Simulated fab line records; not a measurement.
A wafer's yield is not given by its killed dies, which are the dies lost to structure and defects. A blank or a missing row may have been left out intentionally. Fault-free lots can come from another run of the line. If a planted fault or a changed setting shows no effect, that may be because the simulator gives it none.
Split-lot study || flow n5-finfet || route with 1938 steps; 7 lots, 21 wafers read

ABOUT THE SPLIT
At N5_BEOL_M11_COAT_63 (time 60 s, resist thk 100 nm), the setting spin-rpm was moved away from the recipe's 1500 rpm on 8 of the 21 wafers read, by -6.9% to +5.3%. All remaining wafers had this setting at the recipe value.

FROM THE SPLIT TO THE READING: what the file shows between them, 4 steps
- N5_BEOL_M11_COAT_64: time 60 s, resist thk 30 nm
- N5_BEOL_M11_COAT_22: resist thk 90 nm
- N5_BEOL_M11_DESCUM_33: chemistry O2, time 7.9 s
- N5_BEOL_M11_ETCH_65: etches SiARC in CF4, target depth 39 nm, time 65 s

THE READING
etch.depth-nm (the simulator's own value, which no gauge read), in nm, at N5_BEOL_M11_ETCH_66 (etches SOC in N2/H2, target depth 120 nm, overetch 24 nm, time 180 s). There is no usual value for it anywhere in the file. Here, 13 wafers ran the recipe; their average is 99.75 nm with a standard deviation of 0.24 nm.

{"wafer": "L077.1", "tool, chamber at the split": "litho-track-03, 0", "spin-rpm as run, rpm": 1500, "against the recipe": "recipe", "etch.depth-nm, nm": 100.1, "against lot-mates on the recipe": "-"}
{"wafer": "L077.2", "tool, chamber at the split": "litho-track-03, 0", "spin-rpm as run, rpm": 1445, "against the recipe": "-3.7%", "etch.depth-nm, nm": 102.1, "against lot-mates on the recipe": "+2.00"}
{"wafer": "L077.3", "tool, chamber at the split": "litho-track-03, 0", "spin-rpm as run, rpm": 1445, "against the recipe": "-3.7%", "etch.depth-nm, nm": 101.5, "against lot-mates on the recipe": "+1.40"}
{"wafer": "L078.3", "tool, chamber at the split": "litho-track-04, 0", "spin-rpm as run, rpm": 1580, "against the recipe": "+5.3%", "etch.depth-nm, nm": 97.54, "against lot-mates on the recipe": -2.56}
{"wafer": "L078.4", "tool, chamber at the split": "litho-track-04, 0", "spin-rpm as run, rpm": 1500, "against the recipe": "recipe", "etch.depth-nm, nm": 100.1, "against lot-mates on the recipe": "-"}
{"wafer": "L078.5", "tool, chamber at the split": "litho-track-04, 0", "spin-rpm as run, rpm": 1580, "against the recipe": "+5.3%", "etch.depth-nm, nm": 97.66, "against lot-mates on the recipe": -2.44}
{"wafer": "L079.2", "tool, chamber at the split": "litho-track-05, 0", "spin-rpm as run, rpm": 1396, "against the recipe": "-6.9%", "etch.depth-nm, nm": 103.4, "against lot-mates on the recipe": "+3.55"}
{"wafer": "L079.4", "tool, chamber at the split": "litho-track-05, 0", "spin-rpm as run, rpm": 1500, "against the recipe": "recipe", "etch.depth-nm, nm": 99.96, "against lot-mates on the recipe": "-"}
{"wafer": "L079.5", "tool, chamber at the split": "litho-track-05, 0", "spin-rpm as run, rpm": 1500, "against the recipe": "recipe", "etch.depth-nm, nm": 99.75, "against lot-mates on the recipe": "-"}
{"wafer": "L080.3", "tool, chamber at the split": "litho-track-03, 0", "spin-rpm as run, rpm": 1500, "against the recipe": "recipe", "etch.depth-nm, nm": 99.8, "against lot-mates on the recipe": "-"}
{"wafer": "L080.4", "tool, chamber at the split": "litho-track-03, 0", "spin-rpm as run, rpm": 1500, "against the recipe": "recipe", "etch.depth-nm, nm": 99.72, "against lot-mates on the recipe": "-"}
{"wafer": "L080.5", "tool, chamber at the split": "litho-track-03, 0", "spin-rpm as run, rpm": 1500, "against the recipe": "recipe", "etch.depth-nm, nm": 99.5, "against lot-mates on the recipe": "-"}
{"wafer": "L091.4", "tool, chamber at the split": "litho-track-05, 0", "spin-rpm as run, rpm": 1545, "against the recipe": "+3.0%", "etch.depth-nm, nm": 98.57, "against lot-mates on the recipe": -1.43}
{"wafer": "L091.5", "tool, chamber at the split": "litho-track-05, 0", "spin-rpm as run, rpm": 1500, "against the recipe": "recipe", "etch.depth-nm, nm": 100, "against lot-mates on the recipe": "-"}
{"wafer": "L091.6", "tool, chamber at the split": "litho-track-05, 0", "spin-rpm as run, rpm": 1545, "against the recipe": "+3.0%", "etch.depth-nm, nm": 98.41, "against lot-mates on the recipe": -1.59}
{"wafer": "L094.2", "tool, chamber at the split": "litho-track-03, 0", "spin-rpm as run, rpm": 1500, "against the recipe": "recipe", "etch.depth-nm, nm": 99.41, "against lot-mates on the recipe": "-"}
{"wafer": "L094.3", "tool, chamber at the split": "litho-track-03, 0", "spin-rpm as run, rpm": 1500, "against the recipe": "recipe", "etch.depth-nm, nm": 99.59, "against lot-mates on the recipe": "-"}
{"wafer": "L094.4", "tool, chamber at the split": "litho-track-03, 0", "spin-rpm as run, rpm": 1500, "against the recipe": "recipe", "etch.depth-nm, nm": 99.42, "against lot-mates on the recipe": "-"}
{"wafer": "L095.2", "tool, chamber at the split": "litho-track-03, 0", "spin-rpm as run, rpm": 1425, "against the recipe": "-5.0%", "etch.depth-nm, nm": 101.9, "against lot-mates on the recipe": "+2.17"}
{"wafer": "L095.3", "tool, chamber at the split": "litho-track-03, 0", "spin-rpm as run, rpm": 1500, "against the recipe": "recipe", "etch.depth-nm, nm": 99.54, "against lot-mates on the recipe": "-"}
{"wafer": "L095.5", "tool, chamber at the split": "litho-track-03, 0", "spin-rpm as run, rpm": 1500, "against the recipe": "recipe", "etch.depth-nm, nm": 99.92, "against lot-mates on the recipe": "-"}

FIT RESULTS
A straight line over all 21 wafers: etch.depth-nm changes by -0.465 nm for each +1% of spin-rpm; r = -0.98; the points scatter about the line by 0.28 nm.
The same after taking each lot's own level away (the mean of its wafers on the recipe; 21 wafers): -0.478 nm for each +1%; r = -0.99; scatter 0.16 nm.
That fit puts the effect of the largest move of spin-rpm on the reading at 3.3 nm.
From 99.473 to 100.100 nm: that is the span of the lots' own levels, equal to 2.6 times the standard deviation above.
The two slopes are in agreement: the lot-to-lot level therefore moves the slope only a little.
Check: for one of the wafers moved furthest among these (-6.9%), held out of the fit, the line's prediction against its lot-mates is +3.2 nm. It came out at +3.55 nm against them.

THE WHOLE CHAIN: every reading that the file lists as answering this split, in the file's order
{"step": "N5_BEOL_M11_COAT_63", "what it does": "time 60 s, resist thk 100 nm", "reading": "SOC_of_BEOL_M11_COAT_63.thk-nm (the simulator's own value, which no gauge read)", "change (the file's fit)": "-0.468 nm for each +1% of the setting", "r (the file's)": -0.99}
{"step": "N5_BEOL_M11_ETCH_66", "what it does": "etches SOC in N2/H2, target depth 120 nm, overetch 24 nm, time 180 s", "reading": "etch.depth-nm (the simulator's own value, which no gauge read)", "change (the file's fit)": "-0.479 nm for each +1% of the setting", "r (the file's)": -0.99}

THE FILE'S OWN FIT
etch.depth-nm changes by -0.479 nm for each +1% of spin-rpm, r = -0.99.
